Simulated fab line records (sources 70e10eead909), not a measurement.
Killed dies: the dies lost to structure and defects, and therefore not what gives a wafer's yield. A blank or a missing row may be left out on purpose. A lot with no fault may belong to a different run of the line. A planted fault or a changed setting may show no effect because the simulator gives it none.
Which tool did it?    flow nand_harc    24 lots with 72 wafers sampled at 5 steps, on a route of 1159 steps

WHAT THE GAUGES READ, wafer by wafer
NHARC_A_CONTACT_CD_MEAS_08: the cd target is 100 nm.
lot   measured      on         cd_nm (nm)
L074  day 16 16:39  cd_sem-03  99.8 99.9 99.6
L075  day 16 22:16  cd_sem-01  99.7 99.7 99.3
L077  day 17 00:49  cd_sem-03  100.1 99.6 99.6
L076  day 17 06:13  cd_sem-03  99.6 99.8 100.1
L078  day 17 17:59  cd_sem-02  99.8 100.2 99.3
L079  day 18 00:30  cd_sem-03  99.9 100.3 99.5
L081  day 19 04:44  cd_sem-03  99.7 100.2 99.8
L083  day 19 06:28  cd_sem-03  100.1 100.3 100.1
L080  day 19 11:31  cd_sem-03  100.1 99.3 99.9
L082  day 19 16:50  cd_sem-02  100.1 100.4 99.5
L084  day 19 18:29  cd_sem-02  99.9 100.3 100.0
L088  day 19 23:50  cd_sem-03  100.1 99.9 100.3
L085  day 20 01:34  cd_sem-02  99.7 100.1 99.9
L087  day 20 04:59  cd_sem-01  100.1 99.4 100.1
L086  day 20 16:11  cd_sem-03  99.6 99.4 99.5
L090  day 20 20:46  cd_sem-02  100.0 100.0 100.1
L089  day 21 05:56  cd_sem-03  99.4 99.3 99.9
L093  day 21 10:55  cd_sem-01  99.8 99.4 100.3
L092  day 21 14:34  cd_sem-03  100.4 100.3 100.6
L091  day 21 19:17  cd_sem-03  100.2 100.1 100.7
L095  day 22 09:31  cd_sem-01  99.8 99.4 99.2
L097  day 22 11:53  cd_sem-02  100.4 100.0 100.1
L094  day 22 16:55  cd_sem-03  100.1 99.8 100.9
L096  day 22 20:19  cd_sem-01  100.8 100.5 101.0

WHICH TOOL RAN EACH LOT (tool, then ch and the chambers of the sampled wafers, then the start)
lot   NHARC_A_CONTACT_ETCH_75             NHARC_A_CONTACT_ETCH_126              NHARC_A_CONTACT_ETCH_129              NHARC_A_CONTACT_ETCH_106
L074  rie_diel-01 ch 0,3, day 16 07:14    har_cap_etch-02 ch 0,1, day 16 08:52  har_cap_etch-02 ch 0,1, day 16 09:17  rie_diel-01 ch 1,3, day 16 11:11
L075  rie_diel-04 ch 0,2,3, day 16 16:06  har_cap_etch-01 ch 0,1, day 16 17:30  har_cap_etch-01 ch 0,1, day 16 17:56  rie_diel-04 ch 0,2,3, day 16 19:32
L077  rie_diel-01 ch 0,1, day 16 17:58    har_cap_etch-01 ch 0,1, day 16 20:11  har_cap_etch-01 ch 0,1, day 16 20:37  rie_diel-10 ch 0,2, day 16 22:14
L076  rie_diel-10 ch 0,1,2, day 17 00:16  har_cap_etch-01 ch 0,1, day 17 01:39  har_cap_etch-01 ch 0,1, day 17 02:05  rie_diel-01 ch 0,1,2, day 17 03:44
L078  rie_diel-04 ch 2,3, day 17 12:02    har_cap_etch-02 ch 0,1, day 17 13:25  har_cap_etch-02 ch 0,1, day 17 13:50  rie_diel-04 ch 1,3, day 17 15:29
L079  rie_diel-04 ch 0,1,2, day 17 18:31  har_cap_etch-03 ch 0,1, day 17 19:54  har_cap_etch-03 ch 0,1, day 17 20:20  rie_diel-04 ch 1,3, day 17 21:58
L081  rie_diel-04 ch 0,1,2, day 18 22:28  har_cap_etch-01 ch 0,1, day 18 23:52  har_cap_etch-01 ch 0,1, day 19 00:17  rie_diel-04 ch 1,3, day 19 02:10
L083  rie_diel-04 ch 0,1,2, day 19 00:11  har_cap_etch-03 ch 0,1, day 19 01:34  har_cap_etch-03 ch 0,1, day 19 01:59  rie_diel-01 ch 0,1,3, day 19 03:44
L080  rie_diel-04 ch 1,2,3, day 19 04:50  har_cap_etch-03 ch 0,1, day 19 06:25  har_cap_etch-03 ch 0,1, day 19 06:58  rie_diel-10 ch 0,1,3, day 19 08:59
L082  rie_diel-10 ch 1,2,3, day 19 10:31  har_cap_etch-01 ch 0,1, day 19 12:01  har_cap_etch-01 ch 0,1, day 19 12:27  rie_diel-04 ch 0,1,2, day 19 14:11
L084  rie_diel-04 ch 0,1,2, day 19 11:08  har_cap_etch-02 ch 0,1, day 19 12:30  har_cap_etch-02 ch 0,1, day 19 12:56  rie_diel-10 ch 0,2,3, day 19 14:52
L088  rie_diel-10 ch 0,2,3, day 19 15:44  har_cap_etch-02 ch 0,1, day 19 17:07  har_cap_etch-02 ch 0,1, day 19 17:32  rie_diel-10 ch 0,1,3, day 19 19:19
L085  rie_diel-04 ch 2,3, day 19 18:56    har_cap_etch-02 ch 0,1, day 19 20:22  har_cap_etch-02 ch 0,1, day 19 20:47  rie_diel-01 ch 1,2, day 19 22:28
L087  rie_diel-10 ch 1,3, day 19 21:12    har_cap_etch-01 ch 1, day 19 22:35    har_cap_etch-01 ch 1, day 19 23:00    rie_diel-01 ch 0,3, day 20 00:47
L086  rie_diel-10 ch 1,3, day 20 09:43    har_cap_etch-01 ch 0,1, day 20 11:27  har_cap_etch-01 ch 0,1, day 20 11:53  rie_diel-01 ch 0,1, day 20 13:32
L090  rie_diel-10 ch 1,2,3, day 20 14:31  har_cap_etch-02 ch 0,1, day 20 16:09  har_cap_etch-02 ch 0,1, day 20 16:34  rie_diel-01 ch 1,3, day 20 18:17
L089  rie_diel-01 ch 1,3, day 20 18:53    har_cap_etch-02 ch 0,1, day 20 20:48  har_cap_etch-02 ch 0,1, day 20 21:13  rie_diel-10 ch 0,2,3, day 20 22:55
L093  rie_diel-04 ch 0,1,3, day 20 21:57  har_cap_etch-02 ch 0,1, day 20 23:21  har_cap_etch-02 ch 0,1, day 20 23:47  rie_diel-04 ch 0,2,3, day 21 01:25
L092  rie_diel-01 ch 0,1,3, day 21 08:33  har_cap_etch-02 ch 0,1, day 21 09:58  har_cap_etch-02 ch 0,1, day 21 10:23  rie_diel-04 ch 0,1,2, day 21 12:00
L091  rie_diel-10 ch 1,2,3, day 21 12:29  har_cap_etch-03 ch 0,1, day 21 14:08  har_cap_etch-03 ch 0,1, day 21 14:42  rie_diel-04 ch 1,2,3, day 21 16:44
L095  rie_diel-10 ch 0,1,2, day 22 03:31  har_cap_etch-03 ch 0,1, day 22 04:53  har_cap_etch-03 ch 0,1, day 22 05:19  rie_diel-04 ch 0,2,3, day 22 06:59
L097  rie_diel-01 ch 0,2,3, day 22 05:08  har_cap_etch-02 ch 0,1, day 22 06:32  har_cap_etch-02 ch 0,1, day 22 06:58  rie_diel-04 ch 1,3, day 22 08:37
L094  rie_diel-01 ch 0,3, day 22 08:31    har_cap_etch-03 ch 0,1, day 22 10:04  har_cap_etch-03 ch 0,1, day 22 10:29  rie_diel-01 ch 0,1, day 22 12:10
L096  rie_diel-04 ch 0,1, day 22 13:54    har_cap_etch-03 ch 0,1, day 22 15:17  har_cap_etch-03 ch 0,1, day 22 15:42  rie_diel-01 ch 1,2,3, day 22 17:43
- NHARC_A_CONTACT_ETCH_75: etches the open film in CF4, target depth 39 nm, time 65 s.
- NHARC_A_CONTACT_ETCH_126: etches the open film in C4F8/O2/Ar, time 155 s, target depth 956 nm.
- NHARC_A_CONTACT_ETCH_129: etches the open film in C4F8/O2/Ar, time 155 s, target depth 956 nm.
- NHARC_A_CONTACT_ETCH_106: etches the open film in CF4/O2, target depth 60 nm, overetch 6 nm, time 33 s.

AS READ BY THE TOOLS THEMSELVES (means over the sampled wafers that have a number; for cases with no such wafer, the mark the record gives instead)
NHARC_A_CONTACT_ETCH_75.
lot   tool         drypump_motor_current_A (A)  oes_product_au (a.u.)  rf_vpp_V (V)  showerhead_plenum_p_Torr (Torr)  throttle_valve_pct (%)
L074  rie_diel-01  5.2                          1.009                  152.5         1.83                             13.284
L075  rie_diel-04  5.9                          1.006                  151.8         1.79                             13.285
L077  rie_diel-01  5.9                          0.998                  150.6         1.78                             13.284
L076  rie_diel-10  5.6                          1.003                  151.9         1.80                             13.280
L078  rie_diel-04  5.7                          1.002                  151.4         1.80                             13.282
L079  rie_diel-04  6.0                          1.005                  151.6         1.76                             13.282
L081  rie_diel-04  6.0                          0.996                  150.6         1.76                             13.285
L083  rie_diel-04  6.0                          0.999                  151.2         1.76                             13.291
L080  rie_diel-04  5.8                          0.996                  151.3         1.77                             13.283
L082  rie_diel-10  5.6                          1.010                  152.7         1.85                             13.286
L084  rie_diel-04  6.0                          1.004                  152.0         1.76                             13.278
L088  rie_diel-10  5.5                          1.001                  151.4         1.77                             13.278
L085  rie_diel-04  5.7                          1.000                  151.9         1.80                             13.268
L087  rie_diel-10  5.4                          1.000                  152.4         1.86                             13.273
L086  rie_diel-10  5.4                          1.008                  152.1         1.86                             13.278
L090  rie_diel-10  5.6                          1.007                  152.7         1.84                             13.282
L089  rie_diel-01  5.7                          1.001                  152.0         1.84                             13.287
L093  rie_diel-04  5.5                          1.006                  152.2         1.81                             13.283
L092  rie_diel-01  5.5                          1.013                  151.9         1.80                             13.285
L091  rie_diel-10  5.6                          1.001                  152.2         1.84                             13.286
L095  rie_diel-10  5.6                          1.003                  151.2         1.79                             13.285
L097  rie_diel-01  5.4                          1.003                  150.4         1.74                             13.288
L094  rie_diel-01  5.2                          1.000                  152.5         1.82                             13.283
L096  rie_diel-04  5.6                          0.997                  151.9         1.78                             13.277

NHARC_A_CONTACT_ETCH_106.
lot   tool         drypump_motor_current_A (A)  oes_product_au (a.u.)  rf_vpp_V (V)  showerhead_plenum_p_Torr (Torr)  throttle_valve_pct (%)
L074  rie_diel-01  5.7                          1.002                  200.2         1.40                             13.406
L075  rie_diel-04  5.9                          0.996                  199.1         1.35                             13.402
L077  rie_diel-10  5.5                          1.008                  197.1         1.31                             13.389
L076  rie_diel-01  5.7                          1.014                  197.0         1.30                             13.395
L078  rie_diel-04  5.5                          1.008                  197.8         1.35                             13.394
L079  rie_diel-04  5.4                          0.997                  198.9         1.38                             13.399
L081  rie_diel-04  5.4                          1.003                  198.9         1.38                             13.389
L083  rie_diel-01  5.5                          1.002                  198.9         1.36                             13.399
L080  rie_diel-10  5.3                          1.000                  198.2         1.35                             13.406
L082  rie_diel-04  6.0                          1.005                  197.5         1.33                             13.397
L084  rie_diel-10  5.5                          1.003                  198.0         1.34                             13.393
L088  rie_diel-10  5.3                          1.006                  198.3         1.35                             13.390
L085  rie_diel-01  5.6                          1.008                  197.0         1.29                             13.406
L087  rie_diel-01  5.2                          1.011                  199.3         1.38                             13.393
L086  rie_diel-01  5.7                          1.003                  197.1         1.30                             13.400
L090  rie_diel-01  5.7                          1.006                  198.8         1.39                             13.399
L089  rie_diel-10  5.5                          1.002                  197.5         1.34                             13.406
L093  rie_diel-04  5.9                          1.001                  198.3         1.35                             13.405
L092  rie_diel-04  5.9                          1.002                  197.1         1.33                             13.390
L091  rie_diel-04  5.8                          0.997                  197.7         1.33                             13.387
L095  rie_diel-04  5.9                          1.001                  198.1         1.35                             13.396
L097  rie_diel-04  5.5                          0.993                  198.5         1.35                             13.412
L094  rie_diel-01  5.8                          1.005                  198.1         1.34                             13.391
L096  rie_diel-01  5.5                          0.994                  197.5         1.35                             13.396

THE ANSWER, worked out from the rows above alone
Rule: the lots themselves supply what counts as usual. Put in order of their means at a reading, lots are off if they are a third of the lots or fewer, leave a main group of 4 or more, and stand apart from it by a gap of 3 or more times the standard deviation of the main group's means; of several such gaps the widest counts. A main group is skipped when, at the precision printed for the reading in the tables above, its means are all equal. A lot without any number at a reading at which 4 lots or more have one is off too. All remaining lots with rows at the step are treated as sound. Order of review: gauges by route order, followed by the tools' own readings, for which a lot's mean as printed above is used. The first step at which some lot is off is used, and at that step the reading that is off furthest; a lot without a number counts as furthest.
No lot is off at any reading shown: from this, nothing can be told.

WHAT THE SIMULATOR HAD PUT IN
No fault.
